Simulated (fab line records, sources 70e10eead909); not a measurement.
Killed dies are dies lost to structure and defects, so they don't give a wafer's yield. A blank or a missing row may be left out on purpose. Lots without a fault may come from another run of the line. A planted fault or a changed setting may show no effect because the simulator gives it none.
Which tool did it? | flow nand_harc | 10 lots, 30 wafers sampled, at 5 steps of a route of 1159

WHAT THE GAUGES READ, wafer by wafer
NHARC_END_SORT_01.
lot  | measured     | on        | killed_at_array
L812 | day 25 03:07 | prober-01 | 23 30 24
L815 | day 26 02:29 | prober-02 | 29 33 26

WHICH TOOL RAN EACH LOT (tool, then ch and the chambers of the sampled wafers, then the start)
lot  | NHARC_P_STI_DESCUM_14             | NHARC_P_STI_ETCH_42               | NHARC_P_GATE_HM_OPEN_105           | NHARC_P_GATE_DESCUM_48
L802 | rie_diel-09 ch 0,2,3, day 3 11:40 | rie_diel-09 ch 1,2, day 3 11:44   | rie_diel-11 ch 0,1,2, day 5 15:00  | rie_diel-11 ch 0,1, day 6 05:01
L803 | rie_diel-03 ch 0,1, day 3 11:47   | rie_diel-03 ch 1,2, day 3 11:53   | rie_diel-13 ch 0,3, day 5 15:00    | rie_diel-07 ch 1,3, day 6 05:26
L805 | rie_diel-02 ch 0,2,3, day 3 23:43 | rie_diel-02 ch 0,2,3, day 3 23:48 | rie_diel-07 ch 0,1,3, day 6 10:00  | rie_diel-13 ch 0,2, day 6 22:17
L809 | rie_diel-03 ch 0,3, day 4 23:14   | rie_diel-03 ch 0,1,2, day 4 23:20 | rie_diel-13 ch 0,3, day 7 06:00    | rie_diel-13 ch 0,2,3, day 7 18:06
L812 | rie_diel-02 ch 0,3, day 5 13:50   | rie_diel-02 ch 2,3, day 5 13:55   | rie_diel-13 ch 0,2,3, day 7 23:00  | rie_diel-13 ch 0,1,3, day 8 11:46
L811 | rie_diel-09 ch 0,1,2, day 5 14:00 | rie_diel-09 ch 1,2,3, day 5 14:05 | rie_diel-11 ch 0,1,2, day 7 23:00  | rie_diel-13 ch 0,1,2, day 8 11:17
L813 | rie_diel-09 ch 0,2,3, day 6 00:47 | rie_diel-09 ch 0,2,3, day 6 00:52 | rie_diel-07 ch 0,1,2, day 8 07:00  | rie_diel-13 ch 2,3, day 8 19:10
L815 | rie_diel-03 ch 1,2, day 6 12:07   | rie_diel-03 ch 0,1,2, day 6 12:12 | rie_diel-13 ch 0,2, day 8 19:00    | rie_diel-07 ch 0,1,2, day 9 07:37
L818 | rie_diel-09 ch 0,1,2, day 7 08:25 | rie_diel-09 ch 0,1, day 7 08:29   | rie_diel-11 ch 2,3, day 9 14:00    | rie_diel-07 ch 1,2, day 10 02:08
L821 | rie_diel-03 ch 1,2,3, day 7 23:10 | rie_diel-03 ch 2,3, day 7 23:14   | rie_diel-11 ch 0,1,3, day 10 06:00 | rie_diel-11 ch 0,2,3, day 10 18:38
- NHARC_P_STI_DESCUM_14: chemistry O2, time 3 s.
- NHARC_P_STI_ETCH_42: etches the open film in N2/H2, target depth 80 nm, overetch 24 nm, time 61 s.
- NHARC_P_GATE_HM_OPEN_105: chemistry O2/COS, target depth 360 nm.
- NHARC_P_GATE_DESCUM_48: chemistry O2, time 3 s.

THE ANSWER, worked out from the rows above alone
Rule: what is usual is taken from the lots themselves. Put in order of their means at a reading, lots are off if they are a third of the lots or fewer, leave a main group of 4 or more, and stand apart from it by a gap of 3 or more times the standard deviation of the main group's means; of several such gaps the widest counts. A main group whose means are all the same, to the digits that the tables above print for the reading, isn't used. A lot without any number at a reading at which 4 lots or more have one is off too. The other lots that the step has rows for count as sound.
No lot is off at any reading shown: from this, nothing can be told.

WHAT THE SIMULATOR HAD PUT IN
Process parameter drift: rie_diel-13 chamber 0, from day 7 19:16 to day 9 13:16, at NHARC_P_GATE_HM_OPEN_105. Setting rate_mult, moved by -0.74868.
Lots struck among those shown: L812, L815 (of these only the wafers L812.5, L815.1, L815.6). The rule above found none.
